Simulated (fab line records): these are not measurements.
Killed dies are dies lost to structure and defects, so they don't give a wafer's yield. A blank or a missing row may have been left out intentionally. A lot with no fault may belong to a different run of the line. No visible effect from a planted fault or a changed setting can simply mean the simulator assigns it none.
fab line records	flow nand_harc	part 1 of 2: steps 1 to 4 of 6
[record] lots = 24	wafers = 72	last_day = 34
route steps=1302 shown P_BONDPAD@365 A_ZERO_WELL@404 A_ONON_D1@449 A_CHANNEL_HOLE_D1@472
lots untouched by any fault: they come from a run of this same line in which no faults occurred
start_h: hours from the record's first day to the start of the lot's first wafer shown	wait_h: hours from the lot's prior step to this one	" identical to the entry in the row above	L1.1+2: a row that stands for several wafers	- no value present, or no start provided	* or withheld: withheld	< > ~ a bound
route shown NAME@n: names a module that has steps shown in the file, with the first one's number in the route	usual: mean/standard deviation taken from wafers without a fault	same: alike in all rows	chamber/n: place in a boat	sites: each site's reading	_std_site: how widely they spread, as a standard deviation	_edge_site: inner sites' mean taken away from outer sites' mean	radius_mm: how far each site lies from the wafer's centre	mask NAME#n: copy n	behind: the most recent tool/chamber to have shaped the wafer	hold: cause of the lot's hold/its duration in hours/its outcome	device: transistor that didn't switch, given as n, p or np	end of line: at the end of the route, the tests of the same wafers	where a step has no rows: the recipe by itself	killed: not the wafer's yield, but the dies lost to structure and defects at the first sort	map: a wafer's dies, marking killed ones x, the rest . and places with no die _
set.NAME: the run value of the setting; set.NAME@STEP: its run value at that earlier step	model.NAME: the simulator's own value behind a step, which no gauge read
steps of the route over a sample of lots; a table a step, a row a wafer
services: when a tool's chamber went out of use (start_h, in hours from the record's first day, below 0 if earlier), for how many hours, and the reason
[[steps]]
[step NHARC_P_BONDPAD_OVL_MEAS_38]
[usual] overlay_x_nm = -1/5.6	overlay_y_nm = 0/6
lot.wafer	tool	chamber	start_h	wait_h	overlay_x_nm	overlay_y_nm
L074.1	overlay-02	-	133.95	-	4	-4
L074.2	"	-	"	"	4	-3
L074.6	"	-	"	"	3	-3
L075.1	overlay-01	-	149.65	-	-7	-5
L075.2	"	-	"	"	-7	-5
L075.6	"	-	"	"	-7	-5
L076.3	overlay-02	-	150.18	-	-8	5
L076.4	"	-	"	"	-8	4
L076.5	"	-	"	"	-8	4
L077.1	overlay-02	-	166.16	-	10	3
L077.2	"	-	"	"	10	3
L077.4	"	-	"	"	10	3
L078.2	overlay-02	-	170.96	-	-4	-2
L078.5	"	-	"	"	-4	-2
L078.6	"	-	"	"	-4	-2
L079.2	overlay-01	-	182.08	-	-5	10
L079.3	"	-	"	"	-4	9
L079.4	"	-	"	"	-4	10
L080.2	overlay-02	-	193.51	-	4	3
L080.4	"	-	"	"	3	2
L080.6	"	-	"	"	4	2
L081.1	overlay-01	-	202.30	-	-7	-3
L081.5	"	-	"	"	-6	-3
L081.6	"	-	"	"	-7	-3
L082.1	overlay-02	-	214.51	-	-2	-2
L082.4	"	-	"	"	-3	-2
L082.5	"	-	"	"	-3	-1
L083.1	overlay-02	-	219.80	-	6	4
L083.3	"	-	"	"	7	4
L083.5	"	-	"	"	6	4
L084.2	overlay-02	-	234.40	-	-2	6
L084.5	"	-	"	"	-2	6
L084.6	"	-	"	"	-1	5
L085.2	overlay-01	-	238.87	-	-9	1
L085.3	"	-	"	"	-9	0
L085.5	"	-	"	"	-9	1
L086.2	overlay-01	-	254.29	-	-4	8
L086.4	"	-	"	"	-3	8
L086.5	"	-	"	"	-4	8
L087.1	overlay-02	-	263.09	-	-2	4
L087.2	"	-	"	"	-2	4
L087.5	"	-	"	"	-2	3
L088.1	overlay-01	-	277.12	-	-4	4
L088.3	"	-	"	"	-4	4
L088.4	"	-	"	"	-3	4
L089.1	overlay-01	-	297.17	-	2	4
L089.5	"	-	"	"	2	5
L089.6	"	-	"	"	2	4
L090.1	overlay-02	-	298.35	-	-1	-2
L090.3	"	-	"	"	0	-3
L090.5	"	-	"	"	-1	-2
L091.4	overlay-02	-	306.79	-	5	-16
L091.5	"	-	"	"	5	-15
L091.6	"	-	"	"	5	-15
L093.2	overlay-01	-	320.65	-	1	-9
L093.5	"	-	"	"	1	-9
L093.6	"	-	"	"	0	-9
L092.1	overlay-01	-	321.85	-	-15	-1
L092.3	"	-	"	"	-15	-1
L092.5	"	-	"	"	-15	-1
L094.2	overlay-02	-	336.38	-	-6	4
L094.3	"	-	"	"	-6	3
L094.5	"	-	"	"	-6	4
L095.1	overlay-02	-	351.53	-	3	9
L095.4	"	-	"	"	3	8
L095.6	"	-	"	"	3	8
L096.1	overlay-02	-	354.87	-	6	-9
L096.4	"	-	"	"	6	-9
L096.6	"	-	"	"	6	-8
L097.2	overlay-02	-	361.78	-	-1	-5
L097.3	"	-	"	"	0	-5
L097.4	"	-	"	"	0	-5
[step NHARC_P_BONDPAD_ETCH_12]
[recipe] target_depth_a = 2000	time_s = 100	chf3_flow_sccm = 50	o2_flow_sccm = 10	ar_flow_sccm = 200	rf_w = 500	bias_w = 200	chemistry = CHF3/O2
[usual] drypump_motor_current_A = 5.6/0.45	oes_product_au = 0.941/0.023	rf_vpp_V = 371.4/2.3	showerhead_plenum_p_Torr = 2.44/0.096	throttle_valve_pct = 20.573/0.0092
lot.wafer	tool	chamber	start_h	wait_h	drypump_motor_current_A	oes_product_au	rf_hours_counter_h	rf_vpp_V	showerhead_plenum_p_Torr	throttle_valve_pct
L074.2	rie_diel-08	2	-	-	6.6	0.923	10	371.4	2.49	20.584
L074.1	"	3	"	"	6.3	0.905	6	373.7	2.52	20.574
L074.6	"	2	"	"	6.6	0.931	-	372.5	2.49	20.557
L075.2	rie_diel-01	0	-	-	5.6	0.932	3	373.9	2.56	20.570
L075.1	"	1	"	"	5.1	0.928	3	369.3	2.35	20.583
L075.6	"	1	"	"	5.1	0.933	-	369.4	2.35	20.580
L076.4	rie_diel-04	1	-	-	5.8	0.931	9	374.6	2.55	20.574
L076.3	"	2	"	"	5.4	0.925	9	372.6	2.57	20.579
L076.5	"	0	"	"	4.9	0.936	-	368.5	2.36	20.569
L077.1	rie_diel-04	2	-	-	5.4	0.929	10	373.3	2.57	20.546
L077.2	"	3	"	"	5.5	0.920	10	369.7	2.36	20.581
L077.4	"	1	"	"	5.9	0.927	10	373.2	2.55	20.559
L078.2	rie_diel-04	0	-	-	4.9	0.934	6	368.7	2.36	20.567
L078.5	"	0	"	"	4.8	0.940	-	370.0	2.36	20.565
L078.6	"	1	"	"	5.8	0.930	-	375.1	2.55	20.577
L079.4	rie_diel-01	2	-	-	6.1	0.908	4	371.3	2.39	20.570
L079.2	"	3	"	"	6.2	0.931	3	371.4	2.44	20.560
L079.3	"	0	"	"	5.5	0.947	4	373.1	2.56	20.569
L080.2	rie_diel-04	1	-	-	5.8	0.964	1	373.9	2.55	20.560
L080.4	"	2	"	"	5.4	0.971	1	374.6	2.56	20.572
L080.6	"	3	"	"	5.5	0.958	-	368.9	2.36	20.568
L081.1	rie_diel-01	1	-	-	5.1	0.922	4	369.0	2.35	20.582
L081.5	"	2	"	"	6.1	0.910	-	369.1	2.39	20.568
L081.6	"	3	"	"	6.2	0.925	-	371.1	2.44	20.575
L082.1	rie_diel-08	2	-	-	6.5	0.962	0	372.1	2.48	20.571
L082.4	"	0	"	"	5.6	0.969	-	375.7	2.58	20.586
L082.5	"	2	"	"	6.5	0.970	-	372.0	2.48	20.594
L083.3	rie_diel-01	3	-	-	6.2	0.974	0	369.7	2.44	20.561
L083.1	"	2	"	"	6.1	0.965	0	369.8	2.39	20.570
L083.5	"	0	"	"	5.6	0.980	-	374.0	2.56	20.567
L084.2	rie_diel-04	2	-	-	5.4	0.967	2	373.6	2.56	20.586
L084.6	"	0	"	"	4.9	0.985	-	368.3	2.36	20.583
L084.5	"	1	"	"	5.8	0.961	-	371.9	2.55	20.570
L085.2	rie_diel-04	0	-	-	4.9	0.950	2	371.2	2.36	20.561
L085.3	"	3	"	"	5.5	0.949	2	369.6	2.36	20.572
L085.5	"	1	"	"	5.8	0.932	-	372.5	2.55	20.571
L086.2	rie_diel-01	3	-	-	6.2	0.962	1	371.5	2.44	20.566
L086.4	"	0	"	"	5.6	0.971	1	373.3	2.56	20.576
L086.5	"	2	"	"	6.1	0.980	-	371.3	2.39	20.563
L087.1	rie_diel-01	2	263.48	0.1	6.1	0.908	1	369.5	2.39	20.568
L087.2	"	0	"	"	5.5	0.925	1	376.0	2.56	20.557
L087.5	"	0	"	"	5.5	0.933	-	375.9	2.56	20.566
L088.4	rie_diel-01	1	-	-	5.1	0.950	1	369.8	2.35	20.559
L088.3	"	2	"	"	6.1	0.962	1	370.2	2.39	20.579
L088.1	"	3	"	"	6.2	0.957	1	372.0	2.44	20.583
L089.1	rie_diel-04	3	-	-	5.5	0.928	4	369.0	2.36	20.573
L089.6	"	3	"	"	5.4	0.928	-	370.0	2.36	20.567
L089.5	"	2	"	"	5.4	0.918	-	374.6	2.56	20.564
L090.3	rie_diel-04	0	-	-	4.9	0.947	5	370.5	2.36	20.575
L090.1	"	2	"	"	5.4	0.919	5	374.8	2.56	20.570
L090.5	"	0	"	"	4.9	0.943	-	368.8	2.36	20.566
L091.4	rie_diel-04	1	-	-	5.9	0.914	5	373.4	2.55	20.591
L091.5	"	1	"	"	5.9	0.920	-	373.6	2.55	20.571
L091.6	"	2	"	"	5.4	0.922	-	374.7	2.56	20.583
L093.2	rie_diel-08	1	-	-	5.9	0.927	6	368.1	2.28	20.575
L093.6	"	1	"	"	5.9	0.926	-	367.2	2.28	20.575
L093.5	"	3	"	"	6.3	0.913	-	373.2	2.51	20.575
L092.3	rie_diel-01	0	-	-	5.5	0.966	2	373.5	2.56	20.574
L092.1	"	1	"	"	5.2	0.950	2	370.0	2.35	20.574
L092.5	"	1	"	"	5.1	0.939	-	369.6	2.35	20.583
L094.3	rie_diel-04	2	-	-	5.4	0.911	7	373.2	2.56	20.573
L094.2	"	0	"	"	4.9	0.939	7	369.5	2.36	20.566
L094.5	"	1	"	"	5.9	0.917	-	373.2	2.55	20.547
L095.4	rie_diel-04	1	-	-	5.9	0.922	8	373.2	2.55	20.577
L095.1	"	2	"	"	5.4	0.916	9	373.0	2.56	20.581
L095.6	"	1	"	"	5.9	0.924	-	373.4	2.55	20.569
L096.4	rie_diel-01	0	-	-	5.5	0.985	3	375.2	2.56	20.580
L096.1	"	3	"	"	6.2	0.964	2	371.1	2.44	20.574
L096.6	"	0	"	"	5.5	0.970	-	373.3	2.56	20.584
L097.4	rie_diel-01	2	-	-	6.1	0.927	3	370.6	2.38	20.589
L097.2	"	3	"	"	6.2	0.939	3	373.3	2.44	20.573
L097.3	"	0	"	"	5.6	0.932	3	375.2	2.56	20.561
[step NHARC_P_BONDPAD_STRIP_15]
[recipe] o2_flow_sccm = 500	ar_flow_sccm = 0	bias_w = 0	chemistry = O2
[usual] drypump_motor_current_A = 5.7/0.47	oes_product_au = 1.002/0.014	rf_vpp_V = 57.8/0.87	showerhead_plenum_p_Torr = 3.59/0.14	throttle_valve_pct = 17.037/0.0095
lot.wafer	tool	chamber	start_h	wait_h	drypump_motor_current_A	oes_product_au	rf_hours_counter_h	rf_vpp_V	showerhead_plenum_p_Torr	throttle_valve_pct
L074.2	rie_diel-01	0	134.53	0.1	5.6	1.003	3	57.8	3.76	17.040
L074.1	"	1	"	"	5.1	0.989	3	57.4	3.46	17.053
L074.6	"	3	"	"	6.2	1.008	-	57.9	3.58	17.036
L075.2	rie_diel-01	2	150.17	0.1	6.1	0.974	3	57.4	3.51	17.039
L075.1	"	3	"	"	6.2	1.006	3	59.2	3.58	17.031
L075.6	"	1	"	"	5.1	0.986	-	58.7	3.46	17.043
L076.3	rie_diel-01	2	150.73	0.1	6.2	0.956	3	57.6	3.51	17.027
L076.5	"	3	"	"	6.2	0.995	-	57.7	3.58	17.034
L076.4	"	1	"	"	5.1	0.995	-	56.3	3.46	17.037
L077.1	rie_diel-04	0	166.67	0.1	4.9	1.015	6	58.0	3.47	17.034
L077.4	"	2	"	"	5.4	1.009	10	58.5	3.76	17.041
L077.2	"	3	"	"	5.5	0.990	10	56.9	3.47	17.033
L078.2	rie_diel-01	3	171.50	0.1	6.2	1.014	3	57.1	3.58	17.035
L078.6	"	1	"	"	5.1	0.997	-	57.5	3.46	17.042
L078.5	"	2	"	"	6.1	0.969	-	57.5	3.51	17.041
L079.4	rie_diel-08	2	183.04	0.1	6.5	0.998	13	57.4	3.65	17.036
L079.2	"	3	"	"	6.3	0.984	10	59.2	3.69	17.043
L079.3	"	0	"	"	5.6	1.016	9	59.1	3.79	17.031
L080.4	rie_diel-01	3	194.02	0.1	6.2	0.999	3	57.7	3.58	17.041
L080.2	"	1	"	"	5.1	1.004	4	56.7	3.46	17.047
L080.6	"	3	"	"	6.2	1.011	-	57.9	3.58	17.049
L081.1	rie_diel-08	3	202.86	0.1	6.3	0.993	0	58.5	3.69	17.021
L081.6	"	0	"	"	5.6	1.007	-	58.9	3.79	17.020
L081.5	"	1	"	"	5.9	1.005	-	56.5	3.36	17.025
L082.4	rie_diel-04	0	215.07	0.1	4.9	1.023	2	56.0	3.47	17.021
L082.1	"	1	"	"	5.9	0.990	2	58.2	3.74	17.048
L082.5	"	0	"	"	4.9	1.029	-	57.8	3.47	17.038
L083.1	rie_diel-04	1	220.33	0.1	5.8	0.984	2	57.8	3.74	17.045
L083.3	"	3	"	"	5.5	1.005	2	57.8	3.47	17.023
L083.5	"	0	"	"	4.9	1.017	-	57.4	3.47	17.022
L084.2	rie_diel-08	3	234.96	0.1	6.3	0.993	0	58.6	3.69	17.052
L084.6	"	0	"	"	5.6	1.005	-	58.4	3.78	17.049
L084.5	"	1	"	"	5.9	0.991	-	57.4	3.36	17.048
L085.2	rie_diel-01	3	239.40	0.1	6.2	1.008	0	57.5	3.58	17.026
L085.3	"	0	"	"	5.5	1.019	0	57.1	3.76	17.025
L085.5	"	3	"	"	6.2	1.007	-	57.4	3.58	17.034
L086.4	rie_diel-01	2	254.82	0.1	6.1	0.993	1	58.0	3.51	17.044
L086.2	"	3	"	"	6.2	1.002	1	55.7	3.58	17.042
L086.5	"	2	"	"	6.1	0.998	-	58.4	3.50	17.036
L087.2	rie_diel-04	3	263.75	0.1	5.4	1.007	3	57.2	3.47	17.036
L087.1	"	2	"	"	5.4	1.000	3	57.9	3.76	17.027
L087.5	"	3	"	"	5.5	1.012	-	56.3	3.47	17.043
L088.4	rie_diel-04	2	277.65	0.1	5.4	0.990	3	59.0	3.76	17.058
L088.1	"	3	"	"	5.5	1.001	3	57.5	3.47	17.035
L088.3	"	0	"	"	4.9	1.021	3	56.6	3.47	17.059
L089.1	rie_diel-04	2	297.73	0.1	5.4	0.990	5	58.8	3.76	17.049
L089.5	"	3	"	"	5.5	1.002	-	57.0	3.46	17.028
L089.6	"	0	"	"	4.9	1.016	-	56.8	3.47	17.052
L090.3	rie_diel-08	3	298.96	0.1	6.2	1.015	5	57.0	3.69	17.020
L090.1	"	0	"	"	5.6	1.009	7	58.0	3.78	17.044
L090.5	"	2	"	"	6.5	1.021	-	57.7	3.64	17.051
L091.4	rie_diel-08	0	307.32	0.1	5.6	1.004	7	58.8	3.78	17.022
L091.5	"	3	"	"	6.3	1.012	-	57.4	3.69	17.026
L091.6	"	0	"	"	5.6	1.004	-	59.0	3.78	17.026
L093.2	rie_diel-08	0	321.23	0.1	5.6	1.012	8	59.1	3.78	17.059
L093.5	"	3	"	"	6.3	1.000	-	57.8	3.69	17.036
L093.6	"	1	"	"	5.9	1.002	-	57.3	3.36	17.042
L092.3	rie_diel-04	3	322.36	0.1	5.5	1.008	6	57.1	3.46	17.038
L092.1	"	1	"	"	5.9	0.991	6	57.4	3.74	17.045
L092.5	"	3	"	"	5.5	1.002	-	56.5	3.46	17.034
L094.2	rie_diel-08	2	336.89	0.1	6.5	1.013	6	57.8	3.64	17.028
L094.3	"	0	"	"	5.6	1.008	9	58.5	3.78	17.044
L094.5	"	3	"	"	6.3	1.003	-	57.7	3.69	17.032
L095.1	rie_diel-01	1	352.07	0.1	5.1	0.990	2	57.7	3.45	17.035
L095.4	"	2	"	"	6.1	1.003	3	58.9	3.50	17.035
L095.6	"	0	"	"	5.6	1.009	-	58.1	3.76	17.051
L096.1	rie_diel-01	3	355.45	0.1	6.2	1.013	3	58.3	3.58	17.021
L096.4	"	2	"	"	6.1	1.008	3	58.3	3.50	17.037
L096.6	"	3	"	"	6.2	1.014	-	57.8	3.58	17.041
L097.2	rie_diel-08	0	362.30	0.1	5.6	0.997	11	58.7	3.78	17.053
L097.4	"	1	"	"	5.9	0.991	9	55.8	3.35	17.050
L097.3	"	2	"	"	6.5	1.008	8	58.3	3.64	17.033
[step NHARC_A_ZERO_WELL_ETCH_19]
[recipe] target_depth_a = 800	overetch_a = 240	time_s = 87.88	ion_energy_ev = 200	n2_flow_sccm = 150	h2_flow_sccm = 150	ar_flow_sccm = 0	rf_w = 400	bias_w = 150	chemistry = N2/H2
[usual] drypump_motor_current_A = 5.7/0.4	oes_product_au = 1.002/0.012	rf_vpp_V = 430.5/2.2	showerhead_plenum_p_Torr = 2.03/0.068	throttle_valve_pct = 14.172/0.0092
lot.wafer	tool	chamber	start_h	wait_h	drypump_motor_current_A	oes_product_au	rf_hours_counter_h	rf_vpp_V	showerhead_plenum_p_Torr	throttle_valve_pct
L074.1	rie_diel-02	2	138.15	0.1	5.9	0.985	9	429.7	1.97	14.146
L074.2	"	0	"	"	5.5	0.991	16	433.4	2.13	14.175
L074.6	"	2	"	"	5.9	0.983	-	428.8	1.97	14.168
L075.1	rie_diel-06	0	153.99	0.1	5.9	0.998	0	428.5	1.99	14.173
L075.2	"	3	"	"	5.0	1.017	0	428.4	1.95	14.174
L075.6	"	1	"	"	5.8	1.026	-	432.0	2.09	14.175
L076.3	rie_diel-06	2	154.34	0.1	6.2	1.011	0	429.5	2.04	14.173
L076.4	"	0	"	"	5.9	0.994	0	429.1	1.99	14.171
L076.5	"	1	"	"	5.8	1.025	-	432.6	2.09	14.180
L077.2	rie_diel-06	2	170.36	0.1	6.2	0.998	0	430.1	2.04	14.164
L077.1	"	3	"	"	5.0	0.997	0	426.7	1.95	14.154
L077.4	"	0	"	"	5.8	0.987	0	428.1	1.99	14.169
L078.2	rie_diel-02	1	175.10	0.1	5.2	1.021	26	430.4	2.05	14.157
L078.6	"	2	"	"	5.9	0.995	-	427.8	1.96	14.175
L078.5	"	3	"	"	5.6	1.002	-	433.7	2.16	14.170
L079.2	rie_diel-06	2	186.78	0.1	6.1	1.004	1	429.9	2.03	14.167
L079.3	"	3	"	"	5.0	1.007	1	427.1	1.95	14.156
L079.4	"	0	"	"	5.9	0.994	1	429.6	1.99	14.169
L080.4	rie_diel-06	2	197.74	0.1	6.1	1.008	1	430.3	2.04	14.174
L080.2	"	3	"	"	5.0	1.012	1	425.7	1.95	14.180
L080.6	"	1	"	"	5.9	1.026	-	431.4	2.09	14.159
L081.1	rie_diel-06	2	206.55	0.1	6.2	1.009	1	432.5	2.04	14.166
L081.5	"	1	"	"	5.8	1.025	-	432.8	2.09	14.185
L081.6	"	2	"	"	6.2	1.011	-	430.4	2.03	14.192
L082.1	rie_diel-06	2	218.83	0.1	6.2	1.018	2	431.3	2.03	14.172
L082.4	"	0	"	"	5.9	0.994	2	429.6	1.99	14.164
L082.5	"	2	"	"	6.2	1.019	-	430.0	2.04	14.175
L083.3	rie_diel-06	1	223.92	0.1	5.9	1.026	2	430.6	2.09	14.191
L083.1	"	2	"	"	6.2	1.001	2	431.5	2.03	14.171
L083.5	"	0	"	"	5.9	0.990	-	428.8	1.99	14.173
L084.2	rie_diel-02	1	238.78	0.1	5.2	1.005	3	431.3	2.05	14.178
L084.6	"	0	"	"	5.5	0.993	-	433.3	2.12	14.173
L084.5	"	1	"	"	5.2	1.011	-	431.4	2.05	14.161
L085.3	rie_diel-13	2	243.12	0.1	6.5	0.990	22	431.8	2.04	14.157
L085.2	"	3	"	"	5.6	1.007	21	426.1	1.91	14.168
L085.5	"	1	"	"	6.5	0.981	-	426.5	1.89	14.175
L086.2	rie_diel-06	0	258.51	0.1	5.9	0.998	3	429.0	1.99	14.165
L086.4	"	1	"	"	5.9	1.013	3	431.9	2.09	14.179
L086.5	"	0	"	"	5.9	0.997	-	430.4	1.99	14.182
L087.2	rie_diel-02	1	267.52	0.1	5.2	0.997	9	430.7	2.04	14.157
L087.1	"	2	"	"	5.9	0.983	9	427.0	1.96	14.170
L087.5	"	2	"	"	5.9	0.987	-	427.8	1.96	14.172
L088.3	rie_diel-02	1	281.37	0.1	5.2	1.003	10	431.3	2.04	14.164
L088.4	"	3	"	"	5.5	0.990	5	433.9	2.16	14.176
L088.1	"	0	"	"	5.5	0.998	9	432.1	2.12	14.174
L089.1	rie_diel-02	0	301.40	0.1	5.5	0.986	12	432.1	2.12	14.173
L089.6	"	1	"	"	5.2	1.003	-	431.4	2.04	14.173
L089.5	"	2	"	"	5.9	0.990	-	428.6	1.96	14.159
L090.1	rie_diel-13	0	302.68	0.1	6.4	1.013	41	432.5	2.10	14.178
L090.3	"	1	"	"	6.4	0.988	39	424.9	1.88	14.172
L090.5	"	3	"	"	5.6	1.015	-	425.9	1.91	14.165
L091.4	rie_diel-02	3	311.03	0.1	5.5	1.012	10	434.9	2.15	14.178
L091.6	"	3	"	"	5.5	1.012	-	433.9	2.15	14.161
L091.5	"	0	"	"	5.6	0.990	-	432.8	2.12	14.173
L093.2	rie_diel-06	0	324.84	0.1	5.9	1.000	0	428.6	1.99	14.177
L093.6	"	2	"	"	6.2	0.995	-	429.9	2.03	14.173
L093.5	"	3	"	"	5.0	1.008	-	429.2	1.95	14.172
L092.3	rie_diel-06	0	326.08	0.1	5.9	1.002	0	429.0	1.99	14.187
L092.1	"	3	"	"	5.0	1.003	0	428.0	1.95	14.181
L092.5	"	1	"	"	5.9	0.987	-	432.9	2.09	14.169
L094.3	rie_diel-02	2	340.50	0.1	5.9	1.006	21	428.5	1.96	14.198
L094.2	"	1	"	"	5.2	1.006	21	431.8	2.04	14.163
L094.5	"	3	"	"	5.6	1.000	-	434.0	2.15	14.161
L095.4	rie_diel-06	1	355.74	0.1	5.9	1.001	1	430.4	2.09	14.180
L095.1	"	2	"	"	6.2	1.003	1	430.7	2.03	14.165
L095.6	"	2	"	"	6.2	0.995	-	432.1	2.03	14.185
L096.1	rie_diel-06	3	359.23	0.1	5.0	1.006	1	426.7	1.95	14.174
L096.4	"	1	"	"	5.8	1.004	1	431.0	2.09	14.177
L096.6	"	3	"	"	5.0	1.011	-	427.2	1.95	14.180
L097.3	rie_diel-06	2	365.88	0.1	6.2	1.017	1	431.5	2.03	14.170
L097.2	"	3	"	"	5.0	1.002	1	428.7	1.95	14.164
L097.4	"	0	"	"	5.9	1.007	1	428.7	1.99	14.181
